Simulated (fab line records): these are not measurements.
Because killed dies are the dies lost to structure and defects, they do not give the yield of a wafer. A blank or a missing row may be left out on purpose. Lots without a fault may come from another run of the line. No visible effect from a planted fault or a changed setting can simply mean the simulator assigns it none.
Matching of chambers + flow nandHarc + 4 sister chambers for NHARC_A_ZERO_WELL_ETCH_19 on rieDiel-11
The step etches the open film in N2/H2, target depth 80 nm, overetch 24 nm, time 87.88 s. 16 wafers are shown with their chamber, then 8 later ones without.

== WAFERS WITH THEIR CHAMBER ==
| wafer  | chamber | rfVppV (V) | oesProductAu (a.u.) | rfFwdPowerW (W) |
|--------|---------|------------|---------------------|-----------------|
| L492.2 | 0       | 425        | 0.980               | 396.8           |
| L492.5 | 0       | 427        | 0.987               | 397.1           |
| L492.6 | 3       | 434        | 1.012               | 396.6           |
| L493.1 | 1       | 428        | 0.989               | 396.3           |
| L493.3 | 0       | 428        | 0.989               | 398.0           |
| L493.4 | 0       | 426        | 0.986               | 396.1           |
| L497.4 | 0       | 428        | 0.986               | 396.3           |
| L497.5 | 2       | 436        | 1.002               | 397.5           |
| L497.6 | 1       | 429        | 1.001               | 397.7           |
| L498.1 | 1       | 428        | 1.011               | 396.0           |
| L498.2 | 0       | 427        | 0.994               | 397.7           |
| L498.6 | 0       | 427        | 0.993               | 399.3           |
| L500.1 | 2       | 433        | 1.015               | 396.0           |
| L500.4 | 1       | 428        | 1.002               | 396.8           |
| L500.6 | 0       | 427        | 0.987               | 396.8           |
| L501.1 | 0       | 427        | 0.987               | 398.2           |

SIGNATURES (means of the wafers above)
| reading      | chamber 0 | chamber 1 | chamber 2 | chamber 3 | scatter within a chamber |
|--------------|-----------|-----------|-----------|-----------|--------------------------|
| rfVppV       | 426.89    | 428.25    | 434.50    | 434.00    | 1.01                     |
| oesProductAu | 0.98767   | 1.00075   | 1.00850   | 1.01200   | 0.00623                  |
| rfFwdPowerW  | 397.367   | 396.700   | 396.750   | 396.600   | 0.965                    |
Rule: distance of a wafer from a chamber = root of the sum over the readings of ((wafer's reading minus chamber's mean) / reading's scatter) squared. The wafer belongs to the nearest chamber; if the next one is less than 2 further off, it can't be placed. The scatter: take each reading less its chamber's mean, square it, sum over the shown wafers, divide by the number of wafers less the number of chambers, and take the root.

== WAFERS MISSING THEIR CHAMBER ==
| wafer  | rfVppV (V) | oesProductAu (a.u.) | rfFwdPowerW (W) |
|--------|------------|---------------------|-----------------|
| L501.2 | 433        | 0.994               | 397.2           |
| L501.6 | 433        | 1.001               | 396.6           |
| L502.1 | 434        | 1.003               | 399.1           |
| L502.2 | 428        | 1.016               | 396.2           |
| L502.6 | 433        | 1.016               | 397.0           |
| L513.4 | 426        | 0.981               | 397.2           |
| L513.5 | 429        | 1.010               | 396.7           |
| L513.6 | 425        | 0.993               | 397.8           |

== EACH ONE'S CHAMBER ==
| wafer  | from the rows above     | in truth |
|--------|-------------------------|----------|
| L501.2 | can't be placed: 2 or 3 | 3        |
| L501.6 | can't be placed: 2 or 3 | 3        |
| L502.1 | can't be placed: 2 or 3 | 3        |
| L502.2 | 1                       | 1        |
| L502.6 | can't be placed: 3 or 2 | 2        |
| L513.4 | 0                       | 0        |
| L513.5 | 1                       | 1        |
| L513.6 | can't be placed: 0 or 1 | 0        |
Correctly placed: 3 of 8. Cannot be placed on the basis of these rows: 5; the candidates contain the true chamber in 5. Number placed wrongly: 0.
